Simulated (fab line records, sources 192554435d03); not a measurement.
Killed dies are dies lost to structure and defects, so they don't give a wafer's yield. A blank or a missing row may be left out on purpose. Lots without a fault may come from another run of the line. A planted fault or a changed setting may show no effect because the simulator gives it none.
A struck lot beside a sound one | flow n5_finfet | 16 steps out of a route of 1938
Sound: wafers L406.1, L406.2, L406.6. Struck: wafer L413.3. (L413.2, L413.6 of the same lot were not struck and are left out.) The cause comes at the end.
At each step with rows: each side's tool, then ch and its chambers, then its first start. Under that, the readings that differ: sound wafers | struck wafers | difference of the means | sigmas: that difference in standard deviations of wafers without a fault.
alike: readings whose means differ by less than 2 such deviations, and words and numbers that are the same on both sides. not compared: withheld readings, readings that some wafer has no value for, bounds like >300 that may hide the same value, and numbers for which the record gives no deviation and whose values overlap.
The two part at a step that has a row with sigmas, a row that says differs or no value, or rows on one side only. Numbers that don't overlap but have no deviation are shown without sigmas and don't part them. A reading that every wafer of one side lacks parts them only if that side has two wafers or more.

N5_BEOL_M3_INSPECT_30: inspects for defects (brightfield).
  sound on defect_inspect-02, day 8 17:14; struck on defect_inspect-01, day 10 13:13
  alike: raw_defect_count
N5_BEOL_M3_DESCUM_33: chemistry O2, time 7 s.
  sound on rie_diel-02 ch 1,2, day 8 17:16; struck on rie_diel-02 ch 2, day 10 14:10
  alike: drypump_motor_current_A, oes_product_au, rf_vpp_V, showerhead_plenum_p_Torr, throttle_valve_pct
  not compared: rf_hours_counter_h
then, 1 step without rows for these wafers: N5_BEOL_M3_ETCH_77 (etches underlayer in N2/H2, target depth 6.5 nm, time 5.2 s).
N5_BEOL_M3_ETCH_69: etches SiARC in CF4, target depth 15.6 nm, time 26 s.
  sound on rie_diel-02 ch 1,2, day 8 17:19; struck on rie_diel-02 ch 2, day 10 14:13
  alike: bias_w, drypump_motor_current_A, etch_rf_on_time_s, oes_product_au, rf_vpp_V, showerhead_plenum_p_Torr, throttle_valve_pct
  not compared: rf_hours_counter_h
then, 1 step without rows for these wafers: N5_BEOL_M3_ALD_98 (deposits SiO2, target thk 2.5 nm, pulse time 1 s, co reactant pulse time 1 s).
N5_BEOL_M3_ETCHBACK_99: etches SiO2 in CHF3, target depth 5 nm, time 10.4 s.
  sound on rie_diel-06 ch 1,2,3, day 8 23:31; struck on rie_diel-06 ch 3, day 10 14:56
  alike: drypump_motor_current_A, oes_product_au, rf_vpp_V, showerhead_plenum_p_Torr, throttle_valve_pct
  not compared: rf_hours_counter_h
then, 5 steps without rows for these wafers: N5_BEOL_M3_ETCH_70 (etches SOC in N2/H2, target depth 80 nm, overetch 16 nm, time 120 s); N5_BEOL_M3_STRIP_71 (strips in N2/H2); N5_BEOL_M3_STRIP_78 (strips in N2/H2); N5_BEOL_M3_VIA_ETCH_34 (etches the open film in C4F6/O2, target depth 69.4 nm, time 65.9 s); N5_BEOL_M3_STRIP_83 (strips in C4F6/O2).
N5_BEOL_M3_STRIP_36: strips in N2/H2.
  sound on rie_diel-06 ch 1,2,3, day 8 23:42; struck on rie_diel-06 ch 3, day 10 15:08
  alike: drypump_motor_current_A, oes_product_au, rf_vpp_V, showerhead_plenum_p_Torr, throttle_valve_pct
  not compared: rf_hours_counter_h
N5_BEOL_M3_TRENCH_ETCH_37: etches SiOC in C4F6/O2, target depth 55.555 nm, time 29.2 s.
  sound on rie_diel-06 ch 1,2,3, day 8 23:44; struck on rie_diel-06 ch 3, day 10 15:11
  reading                             | sound             | struck | difference | sigmas
  bias_w (W)                          | 185.0 185.2 184.1 | 197.1  | +12.3      | +22
  rf_vpp_V (V)                        | 683 665 661       | 696    | +26        | +4
  model.etch.depth_nm (nm)            | 55.45 54.15 55.24 | 57.62  | +2.67      |
  model.BEOL_M3.feature_depth_nm (nm) | 55.4 54.2 55.2    | 57.6   | +2.7       |
  alike: C4F6_flow_sccm, drypump_motor_current_A, oes_product_au, showerhead_plenum_p_Torr, throttle_valve_pct
  not compared: rf_hours_counter_h
N5_BEOL_M3_ETCH_41: etches SiCN in CH3F/O2, target depth 29.9 nm, time 52.5 s.
  sound on rie_diel-06 ch 1,2,3; struck on rie_diel-06 ch 3
  reading    | sound             | struck | difference | sigmas
  bias_w (W) | 74.71 74.75 74.83 | 75.19  | +0.43      | +2
  alike: drypump_motor_current_A, oes_product_au, rf_vpp_V, showerhead_plenum_p_Torr, throttle_valve_pct
  not compared: rf_hours_counter_h
N5_BEOL_M4_RC_MEAS_101:
  sound on prober-02 ch 0, day 9 13:17; struck on prober-02 ch 0, day 11 16:17
  reading        | sound                | struck | difference | sigmas
  DIBL_P (mV/V)  | 37.8 36.2 35.8       | 33.2   | -3.4       | -2
  IOFF_P (nA/um) | 0.256 0.228 0.218    | 0.182  | -0.052     | -2
  SS_N (mV/dec)  | 71.9 71.5 71.8       | 70.5   | -1.2       | -2
  VT_P (mV)      | -245.5 -248.5 -247.6 | -252.2 | -5.0       | -2
  alike: DIBL_N, IOFF_N, ION_N, ION_P, SS_P, VT_N
then, 1 step without rows for these wafers: N5_PASSIVATION_PROBE_49.

WHERE THEY PART
First at N5_BEOL_M3_TRENCH_ETCH_37; last, within this record, at N5_BEOL_M4_RC_MEAS_101.

WHY: what the simulator had put in
Process parameter drift: rie_diel-06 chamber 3, from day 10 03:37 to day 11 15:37, at N5_BEOL_M3_TRENCH_ETCH_37. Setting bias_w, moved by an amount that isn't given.
